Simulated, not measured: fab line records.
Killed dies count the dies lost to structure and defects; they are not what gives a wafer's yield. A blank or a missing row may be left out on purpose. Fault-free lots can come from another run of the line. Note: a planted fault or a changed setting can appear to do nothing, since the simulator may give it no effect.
fab line records    flow n5_finfet
record: lots: 11  wafers: 33  last_day: 18
route steps=1938 shown BEOL_M11@1540 PASSIVATION@1936
lots that met no fault: taken from a fault-free run of the same line
start_h: hours from the record's first day to the start of the lot's first wafer shown    wait_h: how many hours have passed since the lot's step before this one    " same as the row above    L1.1+2: one row covering several wafers at once    - no value, or no start was given    * or withheld: withheld    < > ~ a bound
route shown NAME@n: NAME is a module with steps in the file, n the number in the route of the first one    usual: average and standard deviation across the fault-free wafers    same: alike in all rows    chamber/n: place in a boat    sites: per-site readings    _std_site: standard deviation of those values    _edge_site: inner sites' mean taken away from outer sites' mean    radius_mm: for every site, how far away it sits from the centre of the wafer    mask NAME#n: copy n    behind: the last tool/chamber to shape the wafer    hold: what put the lot on hold/how long, in hours/how the hold closed    device: which transistor (n, p or np) failed to switch    end of line: at the end of the route, the tests of the same wafers    for a step that has no rows: nothing shown but its recipe    killed: dies that structure and defects cost at the first sort, which is not the same as the wafer's yield    map: a wafer's dies, marking killed ones x, the rest . and places with no die _
set.NAME: setting as actually run; set.NAME@STEP: the setting as run at that earlier step    model.NAME: the simulator's own value behind a step, which no gauge read
route steps across a sampled set of lots; one table per step, one row per wafer
services: the hour from which a tool's chamber was out of use, counted from the record's first day as start_h (under 0 if before that day), plus the number of hours and why
== steps ==
step: N5_BEOL_M11_HM_DEP_02
recipe: material: TiN  target_thk_a: 200  temp_c: 25  chamber_pressure_pa: 0.49996
usual: substrate_temp_c: 24.99/0.11  throttle_valve_pct: 29.9/1
lot.wafer  tool            chamber  start_h  wait_h  substrate_temp_c  throttle_valve_pct
L978.2     pvd_sputter-02  -        257.71   0.7     24.92             28.6
L978.4     "               -        "        "       25.08             29.9
L978.6     "               -        "        "       25.00             29.1
L982.3     pvd_sputter-01  -        274.37   0.4     25.09             31.7
L982.4     "               -        "        "       24.89             29.4
L982.6     "               -        "        "       25.11             30.7
L981.3     pvd_sputter-03  -        274.77   0.5     24.92             28.6
L981.4     "               -        "        "       24.98             29.8
L981.5     "               -        "        "       24.97             30.3
L984.2     pvd_sputter-01  -        276.67   1.2     24.95             30.7
L984.3     "               -        "        "       25.05             29.3
L984.5     "               -        "        "       24.71             30.8
L983.1     pvd_sputter-03  -        277.43   0.9     24.97             28.9
L983.3     "               -        "        "       25.05             30.3
L983.6     "               -        "        "       25.07             29.5
L986.1     pvd_sputter-01  -        295.48   3.2     24.84             30.5
L986.2     "               -        "        "       25.05             29.3
L986.4     "               -        "        "       24.97             30.8
L988.2     pvd_sputter-01  -        299.40   2.4     25.05             29.4
L988.3     "               -        "        "       25.09             31.7
L988.6     "               -        "        "       25.06             30.3
L992.2     pvd_sputter-03  -        339.95   0.7     24.88             29.8
L992.3     "               -        "        "       25.09             28.7
L992.4     "               -        "        "       24.95             30.3
L998.2     pvd_sputter-03  -        379.52   1.7     25.00             28.7
L998.3     "               -        "        "       25.04             30.3
L998.4     "               -        "        "       24.98             29.7
L100.2     pvd_sputter-01  -        387.38   0.7     25.01             30.7
L100.4     "               -        "        "       25.02             31.7
L100.5     "               -        "        "       25.13             31.8
L999.2     pvd_sputter-02  -        388.22   1.0     25.17             28.9
L999.3     "               -        "        "       25.02             28.4
L999.4     "               -        "        "       24.88             29.8
step: N5_BEOL_M11_CD_MEAS_11
recipe: target_cd_nm: 64.1  landing_energy_ev: 500  detector: se_inlens  polarity: opening
usual: cd_nm: 64.4/0.5
lot.wafer  tool       chamber  start_h  wait_h  cd_nm
L978.2     cd_sem-02  0        258.21   -       64.3
L978.4     "          0        "        "       64.8
L978.6     "          0        "        "       64.4
L982.3     cd_sem-03  0        274.87   -       64.8
L982.4     "          0        "        "       64.7
L982.6     "          0        "        "       64.4
L981.3     cd_sem-01  0        275.27   -       63.9
L981.4     "          0        "        "       63.3
L981.5     "          0        "        "       64.1
L984.2     cd_sem-03  0        277.04   -       63.6
L984.3     "          0        "        "       63.3
L984.5     "          0        "        "       63.7
L983.1     cd_sem-03  0        277.93   -       64.7
L983.3     "          0        "        "       64.9
L983.6     "          0        "        "       65.2
L986.1     cd_sem-03  0        296.04   -       64.6
L986.2     "          0        "        "       64.4
L986.4     "          0        "        "       65.1
L988.2     cd_sem-03  0        299.90   -       63.8
L988.3     "          0        "        "       64.2
L988.6     "          0        "        "       64.2
L992.2     cd_sem-03  0        340.44   -       64.8
L992.3     "          0        "        "       64.1
L992.4     "          0        "        "       64.1
L998.2     cd_sem-01  0        380.02   -       64.7
L998.3     "          0        "        "       64.8
L998.4     "          0        "        "       64.7
L100.2     cd_sem-01  0        387.89   -       64.3
L100.4     "          0        "        "       64.4
L100.5     "          0        "        "       64.5
L999.2     cd_sem-01  0        388.59   -       65.2
L999.3     "          0        "        "       66.1
L999.4     "          0        "        "       64.4
step: N5_BEOL_M11_INSPECT_13
recipe: mode: adi  inspect_instrument: brightfield
usual: raw_defect_count: 412/94
lot.wafer  tool               chamber  start_h  wait_h  raw_defect_count
L978.2     defect_inspect-01  -        258.27   0.0     334
L978.4     "                  -        "        "       425
L978.6     "                  -        "        "       368
L982.3     defect_inspect-02  -        274.92   0.0     360
L982.4     "                  -        "        "       528
L982.6     "                  -        "        "       431
L981.3     defect_inspect-01  -        275.33   0.0     434
L981.4     "                  -        "        "       395
L981.5     "                  -        "        "       376
L984.2     defect_inspect-02  -        277.10   0.0     561
L984.3     "                  -        "        "       333
L984.5     "                  -        "        "       496
L983.1     defect_inspect-01  -        277.98   0.0     382
L983.3     "                  -        "        "       428
L983.6     "                  -        "        "       525
L986.1     defect_inspect-01  -        296.10   0.0     302
L986.2     "                  -        "        "       363
L986.4     "                  -        "        "       361
L988.2     defect_inspect-01  -        299.95   0.0     350
L988.3     "                  -        "        "       294
L988.6     "                  -        "        "       408
L992.2     defect_inspect-01  -        340.50   0.0     293
L992.3     "                  -        "        "       465
L992.4     "                  -        "        "       1212
L998.2     defect_inspect-02  -        380.07   0.0     341
L998.3     "                  -        "        "       1150
L998.4     "                  -        "        "       359
L100.2     defect_inspect-01  -        387.95   0.0     496
L100.4     "                  -        "        "       579
L100.5     "                  -        "        "       398
L999.2     defect_inspect-01  -        388.64   0.0     289
L999.3     "                  -        "        "       289
L999.4     "                  -        "        "       271
step: N5_BEOL_M11_DESCUM_16
recipe: chemistry: O2  time_s: 7.9  source_power_w: 50  bias_power_w: 20  pressure_mtorr: 20  rf_frequency_hz: 2.712e+07  temp_c: 40  resist: CAR-ArF  o2_flow_sccm: 225
usual: drypump_motor_current_A: 5.8/0.38  o2_flow_sccm: 225.0/0.84  oes_product_au: 0.84/0.089  rf_vpp_V: 243.7/1.3  showerhead_plenum_p_Torr: 2.14/0.07  throttle_valve_pct: 20.42/0.23
lot.wafer  tool         chamber  start_h  wait_h  drypump_motor_current_A  o2_flow_sccm  oes_product_au  rf_hours_counter_h  rf_vpp_V  showerhead_plenum_p_Torr  throttle_valve_pct
L978.2     rie_diel-06  0        258.30   0.0     5.9                      224.9         0.86            52                  244.1     2.14                      20.21
L978.4     "            0        "        "       5.8                      225.3         0.86            -                   246.1     2.14                      20.18
L978.6     "            2        "        "       5.9                      225.3         0.73            -                   245.1     2.20                      20.32
L982.3     rie_diel-06  0        274.95   0.0     5.9                      225.7         0.85            58                  243.8     2.14                      20.19
L982.4     "            3        "        "       5.9                      224.4         0.80            97                  240.2     2.02                      20.78
L982.6     "            0        "        "       5.8                      225.1         0.85            -                   243.7     2.14                      20.19
L981.3     rie_diel-04  1        275.36   0.0     5.8                      226.4         1.00            0                   242.6     2.04                      20.13
L981.4     "            0        "        "       6.4                      224.4         0.97            8                   244.2     2.25                      20.51
L981.5     "            1        "        "       5.8                      230.0         1.00            -                   240.9     2.04                      20.13
L984.2     rie_diel-04  0        277.13   0.0     6.3                      225.8         0.97            8                   243.9     2.25                      20.52
L984.3     "            1        "        "       5.8                      225.1         1.01            1                   242.3     2.04                      20.15
L984.5     "            2        "        "       5.4                      224.3         0.76            -                   243.8     2.21                      20.71
L983.1     rie_diel-04  0        278.01   0.0     6.3                      226.5         0.98            8                   244.1     2.25                      20.52
L983.3     "            3        "        "       5.4                      225.5         0.81            94                  243.3     2.12                      20.20
L983.6     "            3        "        "       5.4                      226.1         0.81            -                   241.8     2.12                      20.18
L986.1     rie_diel-02  0        296.14   0.0     6.6                      225.0         0.99            4                   245.8     2.22                      20.08
L986.2     "            2        "        "       5.3                      224.5         0.87            61                  244.1     2.12                      20.39
L986.4     "            1        "        "       5.9                      225.4         0.71            184                 243.4     2.08                      20.70
L988.2     rie_diel-04  3        299.99   0.0     5.4                      225.7         0.80            99                  243.8     2.11                      20.19
L988.3     "            1        "        "       5.8                      224.5         0.97            6                   242.0     2.04                      20.15
L988.6     "            1        "        "       5.8                      225.3         0.97            -                   240.6     2.04                      20.15
L992.2     rie_diel-02  2        340.53   0.0     5.2                      224.0         0.83            75                  243.8     2.12                      20.42
L992.3     "            0        "        "       6.5                      224.9         0.95            18                  245.7     2.21                      20.09
L992.4     "            1        "        "       5.9                      225.4         0.70            197                 242.8     2.07                      20.70
L998.2     rie_diel-04  3        380.11   0.0     5.4                      223.1         0.77            122                 243.2     2.11                      20.23
L998.3     "            2        "        "       5.4                      224.7         0.73            173                 245.0     2.20                      20.75
L998.4     "            1        "        "       5.8                      224.8         0.91            28                  244.3     2.03                      20.17
L100.2     rie_diel-04  3        388.08   0.1     5.4                      224.5         0.77            125                 243.8     2.11                      20.23
L100.4     "            1        "        "       5.8                      225.5         0.91            30                  243.3     2.03                      20.18
L100.5     "            1        "        "       5.8                      224.9         0.90            -                   241.9     2.03                      20.20
L999.2     rie_diel-02  0        388.68   0.0     6.6                      224.4         0.93            33                  244.7     2.20                      20.12
L999.3     "            2        "        "       5.2                      225.7         0.83            91                  243.9     2.11                      20.45
L999.4     "            1        "        "       5.9                      224.8         0.70            214                 242.2     2.07                      20.73
step: N5_BEOL_M11_CD_MEAS_18
recipe: pitch_nm: 140  target_cd_nm: 70
usual: cd_nm: 70.1/0.66
lot.wafer  tool       chamber  start_h  wait_h  cd_nm
L978.2     cd_sem-02  -        258.76   0.1     70.3
L978.4     "          -        "        "       70.6
L978.6     "          -        "        "       70.2
L982.3     cd_sem-01  -        275.41   0.1     71.4
L982.4     "          -        "        "       70.4
L982.6     "          -        "        "       70.6
L981.3     cd_sem-03  -        275.82   0.1     69.6
L981.4     "          -        "        "       69.0
L981.5     "          -        "        "       69.9
L984.2     cd_sem-03  -        277.69   0.1     69.3
L984.3     "          -        "        "       69.5
L984.5     "          -        "        "       69.4
L983.1     cd_sem-01  -        278.52   0.0     69.9
L983.3     "          -        "        "       71.5
L983.6     "          -        "        "       71.5
L986.1     cd_sem-02  -        296.59   0.0     71.0
L986.2     "          -        "        "       69.9
L986.4     "          -        "        "       70.2
L988.2     cd_sem-01  -        300.49   0.1     70.5
L988.3     "          -        "        "       69.4
L988.6     "          -        "        "       69.6
L992.2     cd_sem-01  -        340.99   0.1     70.0
L992.3     "          -        "        "       70.3
L992.4     "          -        "        "       69.6
L998.2     cd_sem-01  -        380.71   0.1     70.6
L998.3     "          -        "        "       70.5
L998.4     "          -        "        "       70.7
L100.2     cd_sem-02  -        388.53   0.1     70.6
L100.4     "          -        "        "       71.0
L100.5     "          -        "        "       71.0
L999.2     cd_sem-02  -        389.13   0.1     71.0
L999.3     "          -        "        "       71.1
L999.4     "          -        "        "       70.2
step: N5_PASSIVATION_PROBE_49
usual: defect_limited_yield: 91.7/1.5  killed_at_M0_to_M3: 32/10  killed_at_M4_up: 14/5.3  killed_at_contacts: 13/5.7  killed_at_front_end: 37/10  killed_at_other: 3.3/2.5  killed_dies: 98/18  killed_on_rim: 13/3.6  killed_open: 65/13  killed_short: 31/7.5  sort_bin_5_function: 4.9/0.91  sort_bin_6_memory: 3.1/0.71  sort_n_pass: 1082/18  sort_yield_pct: 91.7/1.5
same: gross_dies: 1180  killed_at_back_side: 0  sort_bin_4_leakage[%]: 0  sort_bin_8_speed[%]: 0
lot.wafer  tool       chamber  start_h  wait_h  defect_limited_yield[%]  killed_at_M0_to_M3  killed_at_M4_up  killed_at_contacts  killed_at_front_end  killed_at_other  killed_dies  killed_on_rim  killed_open  killed_short  sort_bin_5_function[%]  sort_bin_6_memory[%]  sort_n_pass  sort_yield_pct[%]
L978.2     prober-02  -        301.95   0.1     94.3                     15                  19               6                   25                   2                67           7              44           22            3.2                     2.4                   1113         94.3
L978.4     prober-02  -        302.05   0.2     92.2                     17                  14               4                   46                   11               92           12             68           23            4.7                     3.0                   1088         92.2
L978.6     prober-02  -        302.15   0.3     92.5                     21                  14               12                  38                   4                89           13             59           30            4.5                     2.9                   1091         92.5
L982.3     prober-01  -        316.77   0.1     91.9                     29                  8                12                  43                   4                96           8              68           27            4.2                     3.5                   1084         91.9
L982.4     prober-01  -        316.82   0.2     93.2                     31                  13               13                  22                   1                80           10             51           25            4.1                     2.3                   1100         93.2
L982.6     prober-01  -        316.92   0.3     91.8                     29                  21               18                  24                   5                97           14             72           24            5.2                     3.0                   1083         91.8
L986.2     prober-01  -        342.14   0.1     89.8                     38                  14               13                  53                   2                120          16             71           47            6.1                     3.6                   1060         89.8
L992.2     prober-01  -        386.60   0.1     91.1                     47                  18               6                   32                   2                105          14             63           40            4.2                     4.3                   1075         91.1
L992.3     prober-01  -        386.65   0.1     91.1                     45                  14               9                   32                   5                105          16             64           36            5.9                     2.5                   1075         91.1
L992.4     prober-01  -        386.70   0.2     89.5                     22                  76               4                   20                   2                124          27             39           18            6.0                     2.7                   1056         89.5
L998.2     prober-02  -        428.52   0.1     91.3                     28                  16               10                  44                   5                103          17             74           29            5.1                     3.3                   1077         91.3
L998.3     prober-02  -        428.57   0.1     84.7                     45                  77               10                  45                   3                180          31             80           30            7.9                     4.9                   1000         84.7
L998.4     prober-02  -        428.62   0.2     90.0                     39                  20               9                   46                   4                118          12             85           33            5.8                     4.1                   1062         90.0
killed by level:class
L978.2 BEOL_M5:geometric_particle:open=9 STI_FIN_REVEAL:geometric_particle:open=8 GATE_CUT:geometric_particle:short=6 BEOL_M0_SAQP:geometric_particle:short=6 GATE_CUT:geometric_particle:open=5 MOL_CONTACT_COAG:geometric_particle:open=4 BEOL_M3:geometric_particle:open=4 DUMMY_GATE:geometric_particle:open=3
L978.4 STI_FIN_REVEAL:geometric_particle:open=20 DUMMY_GATE:geometric_particle:open=5 BEOL_M4:geometric_particle:open=5 MIM_TOP:geometric_particle:open=4 MOL_CONTACT_COAG:geometric_particle:open=4 BEOL_M0_SAQP:geometric_particle:short=4 BEOL_M3:geometric_particle:open=4 MIM_TOP:geometric_particle:short=4
L978.6 MOL_CONTACT_COAG:geometric_particle:open=12 GATE_CUT:geometric_particle:short=9 BEOL_M0_SAQP:geometric_particle:short=8 STI_FIN_REVEAL:geometric_particle:open=6 BEOL_M4:geometric_particle:open=6 STARTING-WAFER:geometric_particle:open=6 FIN_SAQP:geometric_particle:short=5 FIN_SAQP:geometric_particle:open=4
L982.3 FIN_SAQP:geometric_particle:open=13 MOL_CONTACT_COAG:geometric_particle:open=11 BEOL_M1:geometric_particle:open=10 STI_FIN_REVEAL:geometric_particle:open=8 FIN_SAQP:geometric_particle:short=7 DUMMY_GATE:geometric_particle:open=7 BEOL_M0_SAQP:geometric_particle:open=4 BEOL_M7:geometric_particle:open=4
L982.4 MOL_CONTACT_COAG:geometric_particle:open=11 BEOL_M2:geometric_particle:open=8 FIN_SAQP:geometric_particle:short=6 BEOL_M1:geometric_particle:open=6 BEOL_M0_SAQP:geometric_particle:short=4 BEOL_M2:geometric_particle:short=4 FIN_SAQP:geometric_particle:open=3 DUMMY_GATE:geometric_particle:open=3
L982.6 BEOL_M2:geometric_particle:open=19 BEOL_M4:geometric_particle:open=10 MOL_CONTACT_COAG:geometric_particle:short=9 MOL_CONTACT_COAG:geometric_particle:open=9 FIN_SAQP:geometric_particle:open=7 BEOL_M1:geometric_particle:open=5 BEOL_M5:geometric_particle:open=4 BEOL_M3:geometric_particle:open=3
L986.2 FIN_SAQP:geometric_particle:short=22 MOL_CONTACT_COAG:geometric_particle:open=12 BEOL_M0_SAQP:geometric_particle:open=10 BEOL_M0_SAQP:geometric_particle:short=9 FIN_SAQP:geometric_particle:open=7 STI_FIN_REVEAL:geometric_particle:open=6 BEOL_M1:geometric_particle:open=6 BEOL_M6:geometric_particle:open=6
L992.2 BEOL_M0_SAQP:geometric_particle:short=16 BEOL_M0_SAQP:geometric_particle:open=11 BEOL_M1:geometric_particle:open=6 BEOL_M3:geometric_particle:open=6 BEOL_M8:geometric_particle:open=6 FIN_SAQP:geometric_particle:open=5 MOL_CONTACT_COAG:geometric_particle:open=5 FIN_SAQP:geometric_particle:short=4
L992.3 BEOL_M2:geometric_particle:open=12 BEOL_M0_SAQP:geometric_particle:short=8 MOL_CONTACT_COAG:geometric_particle:open=8 FIN_SAQP:geometric_particle:short=7 DUMMY_GATE:geometric_particle:open=6 BEOL_M0_SAQP:geometric_particle:open=6 BEOL_M1:geometric_particle:open=5 GATE_CUT:geometric_particle:short=4
L992.4 BEOL_M11:unspecified=64 FIN_SAQP:geometric_particle:open=5 BEOL_M0_SAQP:geometric_particle:open=5 MOL_CONTACT_COAG:geometric_particle:open=4 BEOL_M0_SAQP:geometric_particle:short=4 FIN_SAQP:geometric_particle:short=3 BEOL_M1:geometric_particle:open=3 BEOL_M2:geometric_particle:open=3
L998.2 STI_FIN_REVEAL:geometric_particle:open=14 MOL_CONTACT_COAG:geometric_particle:open=8 BEOL_M3:geometric_particle:open=7 BEOL_M4:geometric_particle:open=6 STI_FIN_REVEAL:geometric_particle:short=5 BEOL_M0_SAQP:geometric_particle:open=5 DUMMY_GATE:geometric_particle:open=4 BEOL_M2:geometric_particle:open=4
L998.3 BEOL_M11:unspecified=66 STI_FIN_REVEAL:geometric_particle:open=13 BEOL_M3:geometric_particle:open=13 BEOL_M2:geometric_particle:open=9 MOL_CONTACT_COAG:geometric_particle:open=8 DUMMY_GATE:geometric_particle:open=7 BEOL_M0_SAQP:geometric_particle:open=6 GATE_CUT:geometric_particle:short=5
L998.4 STI_FIN_REVEAL:geometric_particle:open=15 BEOL_M2:geometric_particle:open=11 MOL_CONTACT_COAG:geometric_particle:open=9 FIN_SAQP:geometric_particle:open=8 BEOL_M1:geometric_particle:open=7 BEOL_M0_SAQP:geometric_particle:short=6 FIN_SAQP:geometric_particle:short=5 BEOL_M4:geometric_particle:open=5
== services ==
tool            chamber  start_h  hours  kind
rie_diel-04     1        256.49   -      clean
rie_diel-04     1        256.49   -      consumable_replace:focus_ring
rie_diel-04     1        256.49   17.6   scheduled_down
rie_diel-04     1        256.49   17.6   vent_cycle
rie_diel-06     1        256.96   4.2    repair
rie_diel-02     0        265.89   -      clean
rie_diel-02     0        265.89   -      consumable_replace:focus_ring
rie_diel-02     0        265.89   -      consumable_replace:showerhead
rie_diel-02     0        265.89   15.8   scheduled_down
rie_diel-02     0        265.89   15.8   vent_cycle
rie_diel-06     -        301.29   2.1    repair
pvd_sputter-03  -        350.34   3.1    repair
rie_diel-02     -        350.76   0.6    repair
rie_diel-04     -        369.49   0.5    repair
rie_diel-06     3        382.22   3.5    repair
rie_diel-06     3        387.36   10.5   repair
== key ==
first_sign: step: N5_BEOL_M11_INSPECT_13  reading: raw_defect_count  direction: up  sigmas: 8.2  usual: 412  struck: 1181
effect: step: N5_PASSIVATION_PROBE_49  reading: killed_at_M4_up  direction: up  sigmas: 12  usual: 14  struck: 76
more_kills_born_at: N5_BEOL_M11_HM_DEP_02@pvd_sputter-03: 130
met_at N5_BEOL_M11_HM_DEP_02
struck_lots L992,L998
struck_wafers L992.4,L998.3
not_acting_at N5_BEOL_M11_CD_MEAS_11,N5_BEOL_M11_DESCUM_16,N5_BEOL_M11_CD_MEAS_18
onset_between 277.43 339.95
fault: kind: chamber_particle_source  tool: pvd_sputter-03  chamber: -  onset_h: 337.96  steps: N5_BEOL_M11_HM_DEP_02  rate_per_visit_cm2: 1.3956  end_h: 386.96  scope: struck_wafers_only
